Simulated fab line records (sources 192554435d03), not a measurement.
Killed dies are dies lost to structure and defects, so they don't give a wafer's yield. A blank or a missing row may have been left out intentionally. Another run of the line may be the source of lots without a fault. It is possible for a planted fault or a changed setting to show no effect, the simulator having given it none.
The same fault as seen by 2 desks	flow n5Finfet	each desk holds nothing but its own numbers, with what lay behind them at the end

== FOR THE TOOL OWNER'S DESK: pvdSputter-01 ==
The tool's own readings at N5_BEOL_M14_SPUTTER_44 (material Ta, target thk 15 nm, time 24.19 s): means of the sampled wafers that have a number, for each lot that ran on this tool. Marked OUT: a lot whose mean sits more than 4 standard deviations from the usual mean, which makes it out of limits; the brackets give that distance.
Columns: A = biasV at N5_BEOL_M14_SPUTTER_44, usual 79.9 V; B = cathodeDcPowerW at N5_BEOL_M14_SPUTTER_44, usual 15000 W; C = throttleValvePct at N5_BEOL_M14_SPUTTER_44, usual 29.5 %
lot	first seen here	A	B	C
L179	day 12 10:10	80.7	14998	30.1
L196	day 16 21:22	79.6	14998	30.4
This desk's finding: nothing out of limits on any of the 2 lots.

== THE METROLOGY DESK ==
What the gauges read for every lot (on any tool): the sampled wafers with a number, averaged. Marked OUT: a lot whose mean sits more than 4 standard deviations from the usual mean, which makes it out of limits; the brackets give that distance. Of its 11 readings 7 are shown: those that lie furthest out on some lot.
Columns: A = DIBL_N at N5_BEOL_M4_RC_MEAS_101, usual 36.9 mV/V; B = DIBL_P at N5_BEOL_M4_RC_MEAS_101, usual 37.3 mV/V; C = IOFF_P at N5_BEOL_M4_RC_MEAS_101, usual 0.22 nA/um; D = ION_P at N5_BEOL_M4_RC_MEAS_101, usual 463 uA/um; E = SS_N at N5_BEOL_M4_RC_MEAS_101, usual 71.6 mV/dec; F = VT_P at N5_BEOL_M4_RC_MEAS_101, usual -250 mV; G = M14_OVL at N5_BEOL_M14_OVL_MEAS_29, usual -1 nm
lot	first seen here	A	B	C	D	E	F	G
L179	day 9 02:05	36.7	35.4	0.19	451	71.8	-255	-4
L181	day 9 13:07	36.6	38.4	0.25	462	71.7	-250	-6
L189	day 11 14:55	37.7	37.1	0.24	469	71.7	-249	-2
L187	day 11 16:25	37.1	36.9	0.26	467	71.4	-245	9
L190	day 11 21:56	35.6	36.6	0.19	461	71.5	-254	-4
L195	day 13 16:40	34.8	34.7	0.18	456	70.7	-255	9
L197	day 13 19:45	38.5	38.9	0.23	457	72.1	-253	1
L196	day 13 20:19	36.5	38.0	0.22	465	71.6	-250	-3
L198	day 13 23:04	37.1	36.8	0.20	456	71.1	-251	4
This desk's finding: nothing out of limits on any of the 9 lots.

== ALL TOGETHER ==
Nothing out of limits was seen by the tool owner's desk.
The metrology desk saw nothing out of limits.

== WHAT THE SIMULATOR HAD INSERTED ==
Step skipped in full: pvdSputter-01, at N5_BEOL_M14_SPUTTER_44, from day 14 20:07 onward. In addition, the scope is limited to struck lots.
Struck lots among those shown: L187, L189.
